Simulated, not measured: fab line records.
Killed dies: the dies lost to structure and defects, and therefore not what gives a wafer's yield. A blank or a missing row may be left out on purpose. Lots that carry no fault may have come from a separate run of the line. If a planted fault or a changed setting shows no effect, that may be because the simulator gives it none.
Matching of chambers || flow nandHarc || 3 sister chambers for NHARC_A_SLIT_DEP_25 on pecvd-01
The step deposits SiO2, target thk 200 nm. 6 wafers are shown with their chamber, then 11 later ones without.

## WAFERS WITH THEIR CHAMBER
{"wafer": "L083.5", "chamber": 2, "throttleValvePct (%)": 15.0, "heaterPowerW (W)": 656}
{"wafer": "L086.5", "chamber": 2, "throttleValvePct (%)": 14.9, "heaterPowerW (W)": 566}
{"wafer": "L088.2", "chamber": 1, "throttleValvePct (%)": 15.5, "heaterPowerW (W)": 654}
{"wafer": "L088.3", "chamber": 0, "throttleValvePct (%)": 15.7, "heaterPowerW (W)": 484}
{"wafer": "L088.6", "chamber": 1, "throttleValvePct (%)": 15.6, "heaterPowerW (W)": 648}
{"wafer": "L091.1", "chamber": 0, "throttleValvePct (%)": 15.9, "heaterPowerW (W)": 495}

## WAFERS MISSING THEIR CHAMBER
{"wafer": "L091.3", "throttleValvePct (%)": 15.4, "heaterPowerW (W)": 592}
{"wafer": "L091.4", "throttleValvePct (%)": 15.7, "heaterPowerW (W)": 581}
{"wafer": "L093.1", "throttleValvePct (%)": 15.1, "heaterPowerW (W)": 684}
{"wafer": "L093.3", "throttleValvePct (%)": 15.8, "heaterPowerW (W)": 655}
{"wafer": "L093.5", "throttleValvePct (%)": 15.6, "heaterPowerW (W)": 654}
{"wafer": "L094.3", "throttleValvePct (%)": 15.1, "heaterPowerW (W)": 587}
{"wafer": "L094.4", "throttleValvePct (%)": 15.6, "heaterPowerW (W)": 631}
{"wafer": "L094.5", "throttleValvePct (%)": 16.1, "heaterPowerW (W)": 554}
{"wafer": "L097.1", "throttleValvePct (%)": 15.8, "heaterPowerW (W)": 501}
{"wafer": "L097.4", "throttleValvePct (%)": 16.1, "heaterPowerW (W)": 520}
{"wafer": "L097.5", "throttleValvePct (%)": 15.0, "heaterPowerW (W)": 676}

## EACH ONE'S CHAMBER
{"wafer": "L091.3", "from the rows above": 1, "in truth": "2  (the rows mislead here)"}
{"wafer": "L091.4", "from the rows above": "can't be placed: 1 or 0", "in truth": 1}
{"wafer": "L093.1", "from the rows above": 2, "in truth": 2}
{"wafer": "L093.3", "from the rows above": "can't be placed: 1 or 0", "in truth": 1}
{"wafer": "L093.5", "from the rows above": 1, "in truth": 1}
{"wafer": "L094.3", "from the rows above": 2, "in truth": 2}
{"wafer": "L094.4", "from the rows above": 1, "in truth": 1}
{"wafer": "L094.5", "from the rows above": 0, "in truth": 0}
{"wafer": "L097.1", "from the rows above": 0, "in truth": 0}
{"wafer": "L097.4", "from the rows above": 0, "in truth": 0}
{"wafer": "L097.5", "from the rows above": 2, "in truth": 2}
8 of 11 placed correctly. From these rows, 2 cannot be placed; in 2 the true chamber is one of the candidates. Placed wrongly: 1.
How it was worked out, from the rows above alone: a wafer's distance from a chamber is the root of the sum, over the readings, of the square of ((its reading less the chamber's mean) divided by the reading's scatter). If the next closest chamber is less than 2 further off than the closest, the wafer can't be placed; otherwise it belongs to the closest. A chamber's mean is the mean of its shown wafers. The scatter: take each reading less its chamber's mean, square it, sum over the shown wafers, divide by the number of wafers less the number of chambers, and take the root.
